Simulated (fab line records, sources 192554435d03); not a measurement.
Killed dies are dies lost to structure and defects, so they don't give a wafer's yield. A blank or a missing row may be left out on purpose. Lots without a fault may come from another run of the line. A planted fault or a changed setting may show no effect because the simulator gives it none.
Split-lot experiment | flow n5_finfet | 7 lots, 21 wafers read, on a route of 1938 steps

THE SPLIT
At N5_BEOL_M0_SAQP_CUT_ETCH_46 (etches SOC in N2/H2, target depth 135 nm, overetch 27 nm, time 202.5 s), the setting source_w was moved away from the recipe's 840 W on 5 of the 21 wafers read, by -7.1% to +14.0%. The other wafers ran this setting at the recipe's value.

The reading is taken at the split's own step.

THE READING
rf_vpp_V, in V, at N5_BEOL_M0_SAQP_CUT_ETCH_46 (etches SOC in N2/H2, target depth 135 nm, overetch 27 nm, time 202.5 s). Fault-free wafers of this fab line usually give 523.6 V, standard deviation 2.3 V.

wafer  | tool, chamber at the split | source_w as run, W | against the recipe | rf_vpp_V, V | against lot-mates on the recipe
L077.2 | rie_diel-03, 3             | 840                | recipe             | 526.0       | -
L077.4 | rie_diel-03, 2             | 840                | recipe             | 521.0       | -
L077.5 | rie_diel-03, 0             | 840                | recipe             | 520.8       | -
L079.1 | rie_diel-03, 1             | 840                | recipe             | 524.3       | -
L079.5 | rie_diel-03, 2             | 957.4              | +14.0%             | 499.1       | -25.0
L079.6 | rie_diel-03, 1             | 840                | recipe             | 523.9       | -
L082.1 | rie_diel-02, 3             | 840                | recipe             | 520.9       | -
L082.2 | rie_diel-02, 1             | 840                | recipe             | 523.5       | -
L082.5 | rie_diel-02, 3             | 840                | recipe             | 522.2       | -
L085.1 | rie_diel-04, 2             | 780.7              | -7.1%              | 536.3       | +13.3
L085.5 | rie_diel-04, 3             | 780.7              | -7.1%              | 541.0       | +18.0
L085.6 | rie_diel-04, 2             | 840                | recipe             | 523.0       | -
L089.1 | rie_diel-03, 2             | 921.9              | +9.7%              | 504.1       | -19.4
L089.2 | rie_diel-03, 1             | 840                | recipe             | 523.5       | -
L089.6 | rie_diel-03, 0             | 921.9              | +9.7%              | 506.0       | -17.5
L093.4 | rie_diel-04, 0             | 840                | recipe             | 518.6       | -
L093.5 | rie_diel-04, 0             | 840                | recipe             | 520.2       | -
L093.6 | rie_diel-04, 3             | 840                | recipe             | 527.7       | -
L095.1 | rie_diel-03, 2             | 840                | recipe             | 520.4       | -
L095.2 | rie_diel-03, 1             | 840                | recipe             | 524.2       | -
L095.4 | rie_diel-03, 3             | 840                | recipe             | 527.0       | -

THE FIT
A straight line over all 21 wafers: rf_vpp_V changes by -1.88 V for each +1% of source_w; r = -0.96; the points scatter about the line by 2.6 V.
The same after taking each lot's own level away (the mean of its wafers on the recipe; 21 wafers): -1.93 V for each +1%; r = -0.97; scatter 2.4 V.
On that fit, the largest move of source_w shifts the reading by 27 V.
The lots' own levels span 522.17 to 524.10 V, that is 0.8 times the standard deviation above.
So the lot-to-lot level changes the slope little: the two slopes agree.
Check: with one of the wafers moved furthest among these (+14.0%) left out of the fit, the line predicts -27.8 V for it against its lot-mates. It came out at -25 V against them.
Tool readings at the split's step, against how far the setting was moved: rf_vpp_V r = -0.96.

OTHER SPLITS ON THESE WAFERS
These wafers also went through other splits before the reading. Each is held against what the fit with the lots' levels taken away leaves over:
other split on the same wafers            | wafers away from the commonest value | r with rf_vpp_V (lot level and that fit taken away)
N5_HKMG_FIN_ETCH_55 bias_w                | 5                                    | +0.11
N5_GATE_CUT_DESCUM_18 time_s              | 5                                    | -0.06
N5_MOL_CONTACT_COAG_COAT_34 spin_rpm      | 7                                    | +0.02
N5_BEOL_M0_SAQP_PECVD_04 time_s           | 9                                    | -0.14
N5_BEOL_M0_SAQP_DEVELOP_13 develop_time_s | 4                                    | +0.05
N5_BEOL_M0_SAQP_ETCH_88 source_w          | 5                                    | -0.24

THE FILE'S OWN FIT
rf_vpp_V changes by -1.88 V for each +1% of source_w, r = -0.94.
